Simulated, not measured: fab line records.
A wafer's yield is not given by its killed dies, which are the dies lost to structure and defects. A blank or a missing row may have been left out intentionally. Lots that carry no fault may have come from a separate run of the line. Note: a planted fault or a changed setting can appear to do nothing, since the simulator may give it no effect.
What tool caused it? | flow n5-finfet | 33 wafers from 11 lots sampled at 5 of the route's 1938 steps

WHAT THE GAUGES SHOWED, per wafer
N5_BEOL_M9_RS_MEAS_57: uses a four-point probe to measure.
lot  | measured     | on            | M9_RS (ohm/sq)
L439 | day 9 16:50  | film-metro-01 | 0.148 0.147 0.148
L440 | day 10 03:05 | film-metro-02 | 0.150 0.151 0.149
L442 | day 10 18:11 | film-metro-02 | 0.150 0.146 0.147
L448 | day 12 20:38 | film-metro-01 | 0.153 0.148 0.152
L450 | day 13 22:22 | film-metro-02 | 0.153 0.152 0.152
L452 | day 13 22:43 | film-metro-02 | 0.154 0.146 0.150
L451 | day 13 23:38 | film-metro-01 | 0.152 0.156 0.156
L455 | day 14 05:21 | film-metro-01 | 0.157 0.156 0.153
L458 | day 15 03:38 | film-metro-01 | 0.154 0.156 0.155
L460 | day 15 10:38 | film-metro-01 | 0.158 0.155 0.155
L462 | day 16 18:31 | film-metro-01 | 0.149 0.154 0.151

N5_BEOL_M10_CD_MEAS_28: the cd target is 70 nm.
lot  | measured     | on        | cd-nm (nm)
L439 | day 9 20:41  | cd-sem-02 | 70.8 69.7 71.0
L440 | day 10 07:00 | cd-sem-02 | 71.4 70.7 70.6
L442 | day 11 00:47 | cd-sem-02 | 70.4 70.4 69.8
L448 | day 13 00:10 | cd-sem-03 | 69.7 69.3 70.5
L450 | day 14 03:03 | cd-sem-02 | 68.4 68.4 69.0
L452 | day 14 02:53 | cd-sem-01 | 69.8 71.0 70.0
L451 | day 14 03:13 | cd-sem-02 | 68.6 69.2 69.0
L455 | day 14 07:51 | cd-sem-03 | 69.6 68.8 70.3
L458 | day 15 08:38 | cd-sem-01 | 70.2 70.4 70.5
L460 | day 15 15:13 | cd-sem-03 | 71.6 70.3 71.5
L462 | day 17 00:22 | cd-sem-01 | 70.0 70.0 68.5

N5_BEOL_M10_OVL_MEAS_29.
lot  | measured     | on         | V9_OVL (nm)
L439 | day 9 20:43  | overlay-01 | 0.4 1.5 1.0
L440 | day 10 07:02 | overlay-01 | 1.2 0.0 0.9
L442 | day 11 00:49 | overlay-02 | 0.1 -0.1 0.5
L448 | day 13 00:11 | overlay-01 | 7.8 8.0 8.1
L450 | day 14 03:05 | overlay-02 | 7.7 6.7 7.7
L452 | day 14 02:55 | overlay-02 | 1.0 1.2 1.1
L451 | day 14 03:14 | overlay-01 | 0.7 0.4 1.5
L455 | day 14 07:53 | overlay-02 | 1.6 2.0 1.1
L458 | day 15 08:40 | overlay-02 | 1.8 1.0 1.2
L460 | day 15 15:15 | overlay-01 | 0.9 1.2 1.4
L462 | day 17 00:24 | overlay-01 | 0.3 0.7 1.6

WHAT TOOL EACH LOT RAN ON (gives the tool, then ch and the chambers of the sampled wafers, and finally the start)
lot  | N5_BEOL_M10_STRIP_67               | N5_BEOL_M10_EXPOSE_25
L439 | rie-diel-01 ch 0,2,3, day 9 18:44  | arfi-scanner-01 ch 0, day 9 20:34
L440 | rie-diel-06 ch 0,1, day 10 06:22   | arfi-scanner-02 ch 0, day 10 06:53
L442 | rie-diel-06 ch 2,3, day 10 19:44   | arfi-scanner-02 ch 0, day 11 00:40
L448 | rie-diel-02 ch 1,3, day 12 23:32   | arfi-scanner-02 ch 0, day 13 00:02
L450 | rie-diel-01 ch 0,2,3, day 14 01:12 | arfi-scanner-02 ch 0, day 14 02:56
L452 | rie-diel-02 ch 1,2, day 14 01:39   | arfi-scanner-01 ch 0, day 14 02:46
L451 | rie-diel-01 ch 0,1, day 14 01:44   | arfi-scanner-03 ch 0, day 14 03:05
L455 | rie-diel-01 ch 1,2,3, day 14 06:59 | arfi-scanner-03 ch 0, day 14 07:43
L458 | rie-diel-01 ch 1,2,3, day 15 06:38 | arfi-scanner-01 ch 0, day 15 08:30
L460 | rie-diel-02 ch 1,2, day 15 14:13   | arfi-scanner-01 ch 0, day 15 15:05
L462 | rie-diel-02 ch 0,1, day 16 23:43   | arfi-scanner-03 ch 0, day 17 00:14
- N5_BEOL_M10_STRIP_67: strips in CF4.
- N5_BEOL_M10_EXPOSE_25: exposes mask V9.

AS READ BY THE TOOLS THEMSELVES (means over the sampled wafers that have a number; for cases with no such wafer, the mark the record gives instead)
N5_BEOL_M10_STRIP_67.
lot  | tool        | drypump-motor-current-A (A) | oes-product-au (a.u.) | rf-vpp-V (V) | showerhead-plenum-p-Torr (Torr) | throttle-valve-pct (%)
L439 | rie-diel-01 | 5.8                         | 0.90                  | 270.9        | 1.76                            | 13.26
L440 | rie-diel-06 | 5.5                         | 0.76                  | 271.9        | 1.81                            | 13.51
L442 | rie-diel-06 | 5.8                         | 0.81                  | 269.8        | 1.73                            | 13.50
L448 | rie-diel-02 | 5.4                         | 0.75                  | 270.7        | 1.80                            | 13.51
L450 | rie-diel-01 | 5.8                         | 0.85                  | 269.3        | 1.75                            | 13.33
L452 | rie-diel-02 | 5.7                         | 0.82                  | 270.4        | 1.75                            | 13.38
L451 | rie-diel-01 | 5.4                         | 0.90                  | 270.7        | 1.76                            | 13.53
L455 | rie-diel-01 | 5.9                         | 0.86                  | 269.6        | 1.75                            | 13.39
L458 | rie-diel-01 | 5.9                         | 0.84                  | 269.8        | 1.74                            | 13.41
L460 | rie-diel-02 | 5.8                         | 0.81                  | 270.5        | 1.75                            | 13.40
L462 | rie-diel-02 | 5.8                         | 0.75                  | 271.0        | 1.77                            | 13.48

N5_BEOL_M10_EXPOSE_25.
lot  | tool            | focus-offset-nm (nm)
L439 | arfi-scanner-01 | 0.5
L440 | arfi-scanner-02 | 0.0
L442 | arfi-scanner-02 | -0.5
L448 | arfi-scanner-02 | -0.6
L450 | arfi-scanner-02 | -0.0
L452 | arfi-scanner-01 | 0.4
L451 | arfi-scanner-03 | 0.2
L455 | arfi-scanner-03 | 0.4
L458 | arfi-scanner-01 | -0.5
L460 | arfi-scanner-01 | -0.1
L462 | arfi-scanner-03 | -0.7

THE ANSWER, worked out from the rows above alone
Rule: usual is defined by the lots themselves. The widest of any qualifying gaps counts: lots, ordered by their means at a reading, are off when they make up no more than a third of the lots, leave a main group of 4 or more, and stand apart from it by 3 or more times the standard deviation of that group's means. Not used: any main group whose means are identical at the precision the tables above print for the reading. Also off: a lot with no number at a reading for which 4 or more lots have one. Any other lot the step has rows for is counted as sound. First the gauges in route order, then the tools' own readings, where a lot's mean is used as printed above. At the first step where some lot is off, the reading lying furthest off is the one used; lots without a number count as furthest.
Off: L448, L450, at N5_BEOL_M10_OVL_MEAS_29 (V9_OVL). Mean 1.0 nm and standard deviation 0.38 in the main group.
If a tool, at a process step before that reading, ran all the lots that are off and no sound lot after the first of them, it fits. Those tools and the gauges at N5_BEOL_M10_OVL_MEAS_29 are tried in the same way. One fits: N5_BEOL_M10_EXPOSE_25 on arfi-scanner-02. Its last sound lot is L442 (day 11 00:40), its first lot that is off L448 (day 13 00:02): a fault that began between those two fits.

WHAT THE SIMULATOR HAD INSERTED
Scanner matching overlay: arfi-scanner-02, from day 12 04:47 on, at N5_BEOL_M10_EXPOSE_25. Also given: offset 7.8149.
Struck lots among those shown: L448, L450. Same finding as the rule above.
